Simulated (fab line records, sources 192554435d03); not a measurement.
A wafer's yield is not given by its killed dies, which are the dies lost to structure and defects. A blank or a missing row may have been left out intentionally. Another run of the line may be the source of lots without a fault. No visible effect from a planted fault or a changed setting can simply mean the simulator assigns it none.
Lot-split experiment    flow n5_finfet    21 wafers read from 7 lots, route of 1938 steps

## ON THE SPLIT
At N5_BEOL_M10_EXPOSE_08 (exposes mask M10), the setting dose_mj was moved away from the recipe's 53.75 on 7 of the 21 wafers read, by -6.6% to -3.5%. The other wafers ran this setting at the recipe's value.

## FROM THE SPLIT TO THE READING: what the file shows between them, 15 steps
- N5_BEOL_M10_PEB_09: peb time 60 s
- N5_BEOL_M10_DEVELOP_10: develop time 30 s
- N5_BEOL_M10_CD_MEAS_11: target cd 64.1 nm
- N5_BEOL_M10_DESCUM_16: chemistry O2, time 7.9 s
- N5_BEOL_M10_ETCH_61: etches SiARC in CF4, target depth 39 nm, time 65 s
- N5_BEOL_M10_ETCH_62: etches SOC in N2/H2, target depth 110 nm, overetch 22 nm, time 165 s
- N5_BEOL_M10_STRIP_68: strips in N2/H2
- N5_BEOL_M10_STRIP_67: strips in CF4
- N5_BEOL_M10_HM_OPEN_17: chemistry Cl2/BCl3, target TiN, target depth 20 nm, overetch 6 nm
- N5_BEOL_M10_STRIP_19: strips in O2
- N5_BEOL_M10_CD_MEAS_18: pitch 140 nm, target cd 70 nm
- N5_BEOL_M10_COAT_63: time 60 s, resist thk 100 nm
- N5_BEOL_M10_COAT_64: time 60 s, resist thk 30 nm
- N5_BEOL_M10_PRECLEAN_42: cleans in residue remover, time 60 s
- N5_BEOL_M10_SRD_43: time 30 s

## THE READING
cd_nm, in nm, at N5_BEOL_M10_CD_MEAS_35 (target cd 70 nm). Fault-free wafers of this fab line usually give 70.4 nm, standard deviation 0.61 nm.

wafer   tool, chamber at the split  dose_mj as run  against the recipe  cd_nm, nm  against lot-mates on the recipe
L079.2  arfi_scanner-02, 0          53.75           recipe              69.3       -
L079.5  arfi_scanner-02, 0          53.75           recipe              70.8       -
L079.6  arfi_scanner-02, 0          53.75           recipe              70.5       -
L080.1  arfi_scanner-01, 0          53.75           recipe              70.5       -
L080.5  arfi_scanner-01, 0          50.21           -6.6%               66.0       -4.5
L080.6  arfi_scanner-01, 0          53.75           recipe              70.6       -
L083.1  arfi_scanner-01, 0          53.75           recipe              70.9       -
L083.2  arfi_scanner-01, 0          53.75           recipe              70.4       -
L083.4  arfi_scanner-01, 0          53.75           recipe              70.9       -
L088.2  arfi_scanner-01, 0          51.88           -3.5%               67.7       no lot-mate on the recipe
L088.3  arfi_scanner-01, 0          51.88           -3.5%               68.9       no lot-mate on the recipe
L088.5  arfi_scanner-01, 0          51.88           -3.5%               69.5       no lot-mate on the recipe
L092.2  arfi_scanner-01, 0          53.75           recipe              70.4       -
L092.5  arfi_scanner-01, 0          53.75           recipe              70.0       -
L092.6  arfi_scanner-01, 0          53.75           recipe              69.9       -
L095.1  arfi_scanner-03, 0          53.75           recipe              71.0       -
L095.3  arfi_scanner-03, 0          50.42           -6.2%               67.3       -3.2
L095.6  arfi_scanner-03, 0          53.75           recipe              70.0       -
L097.2  arfi_scanner-03, 0          51.08           -5.0%               67.6       -2.5
L097.3  arfi_scanner-03, 0          51.08           -5.0%               68.1       -2.0
L097.6  arfi_scanner-03, 0          53.75           recipe              70.1       -

THE FIT
A straight line over all 21 wafers: cd_nm changes by +0.546 nm for each +1% of dose_mj; r = +0.93; the points scatter about the line by 0.55 nm.
The same after taking each lot's own level away (the mean of its wafers on the recipe; 18 wafers): +0.553 nm for each +1%; r = +0.95; scatter 0.47 nm.
On that fit, the largest move of dose_mj shifts the reading by 3.6 nm.
Measured against the standard deviation above, the lots' own levels, which go from 70.10 to 70.73 nm, span 1.0 times it.
Consequently the slope shifts little with the lot-to-lot level, the two slopes agreeing.
Check: for one of the wafers moved furthest among these (-6.6%), held out of the fit, the line's prediction against its lot-mates is -3.17 nm. It came out at -4.55 nm against them.

## ADDITIONAL SPLITS CARRIED BY THESE WAFERS
Note: prior to the reading, these wafers also went through further splits. Each is held against what the fit with the lots' levels taken away leaves over:
other split on the same wafers  wafers away from the commonest value  r with cd_nm (lot level and that fit taken away)
N5_BEOL_M7_ILD_DEP_00 time_s    4                                     -0.06
N5_BEOL_M7_ETCH_41 bias_w       8                                     -0.67
N5_BEOL_M9_COAT_60 spin_rpm     9                                     +0.34
N5_BEOL_M9_ETCH_62 time_s       7                                     -0.16

## THE WHOLE CHAIN: every reading that the file lists as answering this split, in the file's order
step                    what it does                                                          reading                                                                 change (the file's fit)                r (the file's)
N5_BEOL_M10_CD_MEAS_11  target cd 64.1 nm                                                     cd_nm                                                                   +0.574 nm for each +1% of the setting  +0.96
N5_BEOL_M10_ETCH_61     etches SiARC in CF4, target depth 39 nm, time 65 s                    BEOL_M10.cd_offset_nm (the simulator's own value, which no gauge read)  +0.546 nm for each +1% of the setting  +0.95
N5_BEOL_M10_ETCH_62     etches SOC in N2/H2, target depth 110 nm, overetch 22 nm, time 165 s  BEOL_M10.cd_offset_nm (the simulator's own value, which no gauge read)  +0.566 nm for each +1% of the setting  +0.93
N5_BEOL_M10_HM_OPEN_17  chemistry Cl2/BCl3, target TiN, target depth 20 nm, overetch 6 nm     BEOL_M10.cd_offset_nm (the simulator's own value, which no gauge read)  +0.581 nm for each +1% of the setting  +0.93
N5_BEOL_M10_CD_MEAS_18  pitch 140 nm, target cd 70 nm                                         cd_nm                                                                   +0.556 nm for each +1% of the setting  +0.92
N5_BEOL_M10_CD_MEAS_35  target cd 70 nm                                                       cd_nm                                                                   +0.572 nm for each +1% of the setting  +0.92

## THE FILE'S OWN FIT
cd_nm changes by +0.572 nm for each +1% of dose_mj, r = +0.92.
